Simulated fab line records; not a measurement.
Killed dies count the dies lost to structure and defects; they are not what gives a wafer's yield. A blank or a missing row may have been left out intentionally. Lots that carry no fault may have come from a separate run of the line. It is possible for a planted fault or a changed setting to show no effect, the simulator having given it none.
Which tool was responsible? -- flow n5Finfet -- Sampling: 24 lots, 72 wafers, 5 of 1938 route steps

WHAT EACH GAUGE READ, for each wafer
N5_MIM_TOP_LITHO_INSPECT_12: inspects for defects (macro).
lot,measured,on,rawDefectCount
L074,day 13 01:39,defectInspect-01,1 3 1
L075,day 13 20:43,defectInspect-01,0 3 2
L078,day 14 10:56,defectInspect-02,5 1 0
L076,day 14 11:26,defectInspect-02,0 2 2
L077,day 14 14:34,defectInspect-02,3 3 1
L079,day 14 22:04,defectInspect-02,0 4 3
L083,day 15 00:32,defectInspect-01,0 5 1
L082,day 15 03:31,defectInspect-02,1 1 2
L080,day 15 13:47,defectInspect-02,4 1 1
L084,day 16 05:07,defectInspect-01,1 0 2
L081,day 16 06:14,defectInspect-02,2 0 1
L085,day 16 09:23,defectInspect-01,4 1 2
L088,day 17 01:44,defectInspect-02,0 2 5
L087,day 17 04:05,defectInspect-01,2 1 1
L089,day 17 04:58,defectInspect-01,1 6 2
L086,day 17 22:58,defectInspect-02,2 0 1
L091,day 17 23:54,defectInspect-01,2 0 2
L093,day 18 14:02,defectInspect-02,2 1 1
L092,day 18 19:17,defectInspect-02,3 3 1
L094,day 19 16:23,defectInspect-02,4 2 2
L090,day 20 02:48,defectInspect-01,2 2 1
L097,day 20 11:41,defectInspect-01,3 1 1
L096,day 20 11:56,defectInspect-02,1 1 2
L095,day 20 23:11,defectInspect-01,3 2 1

WHAT TOOL EACH LOT RAN ON (gives the tool, then ch and the chambers of the sampled wafers, and finally the start)
lot,N5_BEOL_M14_PRE_CLEAN_42,N5_BEOL_M15_ETCH_61,N5_BEOL_M15_STRIP_36,N5_MIM_TOP_DEGAS_04
L074,"pvdSputter-03, day 12 12:53","rieDiel-03 ch 1,2,3, day 12 16:41","rieDiel-06 ch 0,3, day 12 19:47","pvdSputter-01, day 13 01:10"
L075,"pvdSputter-03, day 13 08:37","rieDiel-06 ch 1,2, day 13 13:04","rieDiel-06 ch 0,1,3, day 13 14:57","pvdSputter-03, day 13 20:06"
L078,"pvdSputter-03, day 13 14:56","rieDiel-06 ch 0,1,3, day 13 18:48","rieDiel-03 ch 1,3, day 14 02:03","pvdSputter-03, day 14 10:27"
L076,"pvdSputter-03, day 14 01:25","rieDiel-03 ch 1,2,3, day 14 04:55","rieDiel-03 ch 0,3, day 14 05:38","pvdSputter-02, day 14 10:49"
L077,"pvdSputter-01, day 14 02:11","rieDiel-02 ch 1,2,3, day 14 06:20","rieDiel-03 ch 1,2, day 14 09:12","pvdSputter-02, day 14 14:05"
L079,"pvdSputter-03, day 14 12:29","rieDiel-03 ch 0,2,3, day 14 16:35","rieDiel-06 ch 1,2,3, day 14 16:54","pvdSputter-02, day 14 21:35"
L083,"pvdSputter-01, day 14 14:04","rieDiel-02 ch 2,3, day 14 17:49","rieDiel-02 ch 0,3, day 14 18:13","pvdSputter-02, day 14 23:55"
L082,"pvdSputter-03, day 14 17:13","rieDiel-02 ch 0,2,3, day 14 21:01","rieDiel-02 ch 1,2,3, day 14 22:42","pvdSputter-01, day 15 02:54"
L080,"pvdSputter-01, day 15 02:23","rieDiel-06 ch 0,1, day 15 06:23","rieDiel-06 ch 0,1,3, day 15 08:51","pvdSputter-02, day 15 13:18"
L084,"pvdSputter-02, day 15 15:55","rieDiel-06 ch 0,1, day 15 19:39","rieDiel-03 ch 0,1,2, day 15 22:41","pvdSputter-03, day 16 04:31"
L081,"pvdSputter-03, day 15 19:20","rieDiel-06 ch 0,1, day 15 23:22","rieDiel-02 ch 1,2, day 16 01:50","pvdSputter-02, day 16 05:44"
L085,"pvdSputter-01, day 15 23:16","rieDiel-02 ch 0,1, day 16 02:55","rieDiel-02 ch 0,2, day 16 04:35","pvdSputter-03, day 16 08:54"
L088,"pvdSputter-03, day 16 08:37","rieDiel-03 ch 0,1,3, day 16 12:20","rieDiel-02 ch 0,1,3, day 16 17:03","pvdSputter-03, day 17 01:08"
L087,"pvdSputter-02, day 16 12:39","rieDiel-02 ch 0,1,2, day 16 16:25","rieDiel-06 ch 0,1,2, day 16 17:11","pvdSputter-02, day 17 03:28"
L089,"pvdSputter-01, day 16 17:32","rieDiel-02 ch 2,3, day 16 21:05","rieDiel-02 ch 0,1,3, day 17 00:11","pvdSputter-03, day 17 04:20"
L086,"pvdSputter-02, day 17 00:46","rieDiel-06 ch 0,1, day 17 04:55","rieDiel-02 ch 0,2,3, day 17 17:02","pvdSputter-03, day 17 22:21"
L091,"pvdSputter-01, day 17 00:49","rieDiel-06 ch 1,2, day 17 05:11","rieDiel-06 ch 0,2, day 17 17:22","pvdSputter-03, day 17 23:17"
L093,"pvdSputter-02, day 17 22:29","rieDiel-03 ch 0,3, day 18 02:17","rieDiel-06 ch 1,3, day 18 06:16","pvdSputter-02, day 18 13:32"
L092,"pvdSputter-03, day 18 07:05","rieDiel-03 ch 1,3, day 18 10:39","rieDiel-06 ch 1,3, day 18 13:34","pvdSputter-03, day 18 18:47"
L094,"pvdSputter-02, day 18 18:23","rieDiel-03 ch 0,2,3, day 18 22:06","rieDiel-03 ch 1,2, day 19 02:50","pvdSputter-03, day 19 15:53"
L090,"pvdSputter-03, day 19 15:20","rieDiel-03 ch 0,2,3, day 19 18:55","rieDiel-03 ch 0,2, day 19 21:10","pvdSputter-03, day 20 02:18"
L097,"pvdSputter-02, day 19 21:46","rieDiel-02 ch 0,2, day 20 01:30","rieDiel-03 ch 0,1,3, day 20 01:47","pvdSputter-02, day 20 11:12"
L096,"pvdSputter-03, day 19 22:23","rieDiel-03 ch 0,1,2, day 20 02:24","rieDiel-02 ch 2,3, day 20 03:29","pvdSputter-02, day 20 11:19"
L095,"pvdSputter-02, day 20 08:58","rieDiel-06 ch 1,2,3, day 20 12:44","rieDiel-02 ch 0,2,3, day 20 13:13","pvdSputter-03, day 20 22:34"
- N5_BEOL_M14_PRE_CLEAN_42: time 30 s.
- N5_BEOL_M15_ETCH_61: etches BARC in N2/H2, target depth 89 nm, overetch 26.7 nm, time 67.9 s.
- N5_BEOL_M15_STRIP_36: strips in O2.
- N5_MIM_TOP_DEGAS_04: time 60 s.

AS READ BY THE TOOLS THEMSELVES (means over the sampled wafers that have a number; for cases with no such wafer, the mark the record gives instead)
N5_BEOL_M14_PRE_CLEAN_42.
lot,tool,heaterPowerW (W)
L074,pvdSputter-03,458
L075,pvdSputter-03,471
L078,pvdSputter-03,457
L076,pvdSputter-03,446
L077,pvdSputter-01,455
L079,pvdSputter-03,468
L083,pvdSputter-01,478
L082,pvdSputter-03,466
L080,pvdSputter-01,465
L084,pvdSputter-02,411
L081,pvdSputter-03,471
L085,pvdSputter-01,456
L088,pvdSputter-03,462
L087,pvdSputter-02,441
L089,pvdSputter-01,459
L086,pvdSputter-02,435
L091,pvdSputter-01,470
L093,pvdSputter-02,455
L092,pvdSputter-03,479
L094,pvdSputter-02,427
L090,pvdSputter-03,482
L097,pvdSputter-02,457
L096,pvdSputter-03,466
L095,pvdSputter-02,437

N5_BEOL_M15_ETCH_61.
lot,tool,biasW (W),drypumpMotorCurrentA (A),oesProductAu (a.u.),rfVppV (V),showerheadPlenumPTorr (Torr),throttleValvePct (%)
L074,rieDiel-03,149.8,5.6,0.62,524.7,2.58,18.03
L075,rieDiel-06,150.0,5.6,0.68,522.4,2.48,17.80
L078,rieDiel-06,149.6,5.6,0.68,522.1,2.51,17.76
L076,rieDiel-03,150.1,5.6,0.68,525.1,2.58,17.88
L077,rieDiel-02,150.6,5.5,0.63,523.3,2.51,17.86
L079,rieDiel-03,150.0,5.4,0.70,526.5,2.61,18.00
L083,rieDiel-02,150.0,5.5,0.61,521.5,2.46,17.95
L082,rieDiel-02,150.4,5.5,0.63,521.7,2.45,17.96
L080,rieDiel-06,150.0,5.4,0.70,523.6,2.52,17.69
L084,rieDiel-06,149.9,5.5,0.71,522.5,2.49,17.66
L081,rieDiel-06,150.3,5.4,0.69,523.9,2.52,17.69
L085,rieDiel-02,150.2,5.5,0.66,523.1,2.52,17.87
L088,rieDiel-03,150.0,5.8,0.64,524.2,2.58,18.12
L087,rieDiel-02,150.1,5.5,0.64,522.6,2.53,17.86
L089,rieDiel-02,150.0,5.6,0.74,527.5,2.63,17.72
L086,rieDiel-06,150.2,5.4,0.68,522.9,2.51,17.72
L091,rieDiel-06,150.1,5.6,0.66,521.1,2.47,17.86
L093,rieDiel-03,150.5,5.6,0.66,525.2,2.61,18.25
L092,rieDiel-03,150.3,6.0,0.62,524.0,2.55,18.03
L094,rieDiel-03,150.6,5.4,0.68,525.6,2.60,18.02
L090,rieDiel-03,150.0,5.4,0.67,524.8,2.60,18.05
L097,rieDiel-02,150.5,5.5,0.77,521.4,2.47,17.79
L096,rieDiel-03,149.7,6.0,0.67,524.9,2.56,17.88
L095,rieDiel-06,150.0,5.7,0.68,521.1,2.45,17.85

N5_BEOL_M15_STRIP_36.
lot,tool,drypumpMotorCurrentA (A),oesProductAu (a.u.),rfVppV (V),showerheadPlenumPTorr (Torr),throttleValvePct (%)
L074,rieDiel-06,5.6,0.81,3.4,2.07,16.61
L075,rieDiel-06,5.6,0.79,2.9,2.08,16.68
L078,rieDiel-03,5.4,0.73,3.6,2.14,16.99
L076,rieDiel-03,5.3,0.75,3.6,2.15,16.90
L077,rieDiel-03,6.1,0.81,3.5,2.13,16.77
L079,rieDiel-06,5.7,0.74,4.2,2.03,16.76
L083,rieDiel-02,5.6,0.73,3.6,1.97,16.73
L082,rieDiel-02,5.5,0.74,3.6,2.07,16.71
L080,rieDiel-06,5.5,0.78,3.2,2.07,16.68
L084,rieDiel-03,5.9,0.80,3.6,2.13,16.72
L081,rieDiel-02,5.4,0.77,2.8,2.15,16.61
L085,rieDiel-02,5.5,0.72,3.9,2.06,16.78
L088,rieDiel-02,5.5,0.84,3.5,2.14,16.50
L087,rieDiel-06,5.5,0.79,3.2,2.04,16.74
L089,rieDiel-02,5.5,0.83,4.9,2.13,16.51
L086,rieDiel-02,5.6,0.78,3.0,2.09,16.64
L091,rieDiel-06,5.8,0.77,3.3,1.99,16.77
L093,rieDiel-06,5.7,0.89,3.8,2.05,16.54
L092,rieDiel-06,5.6,0.89,3.8,2.05,16.51
L094,rieDiel-03,6.1,0.76,3.8,2.12,16.84
L090,rieDiel-03,5.6,0.83,4.2,2.15,16.60
L097,rieDiel-03,5.8,0.75,3.0,2.12,16.91
L096,rieDiel-02,5.6,0.95,3.4,2.11,16.47
L095,rieDiel-02,5.6,0.86,3.7,2.09,16.54

N5_MIM_TOP_DEGAS_04.
lot,tool,heaterPowerW (W)
L074,pvdSputter-01,442
L075,pvdSputter-03,457
L078,pvdSputter-03,469
L076,pvdSputter-02,450
L077,pvdSputter-02,442
L079,pvdSputter-02,452
L083,pvdSputter-02,451
L082,pvdSputter-01,494
L080,pvdSputter-02,464
L084,pvdSputter-03,458
L081,pvdSputter-02,452
L085,pvdSputter-03,452
L088,pvdSputter-03,465
L087,pvdSputter-02,439
L089,pvdSputter-03,476
L086,pvdSputter-03,490
L091,pvdSputter-03,451
L093,pvdSputter-02,425
L092,pvdSputter-03,473
L094,pvdSputter-03,451
L090,pvdSputter-03,474
L097,pvdSputter-02,402
L096,pvdSputter-02,414
L095,pvdSputter-03,474

THE ANSWER, worked out from the rows above alone
Rule: the usual values come from the lots themselves. The widest of any qualifying gaps counts: lots, ordered by their means at a reading, are off when they make up no more than a third of the lots, leave a main group of 4 or more, and stand apart from it by 3 or more times the standard deviation of that group's means. A main group is skipped when, at the precision printed for the reading in the tables above, its means are all equal. Also off: a lot with no number at a reading for which 4 or more lots have one. Any other lot the step has rows for is counted as sound. First the gauges in route order, then the tools' own readings, where a lot's mean is used as printed above. At the first step where some lot is off, the reading lying furthest off is the one used; lots without a number count as furthest.
No lot is off on any of the readings shown, so nothing can be concluded from this.

WHAT WAS PUT IN BY THE SIMULATOR
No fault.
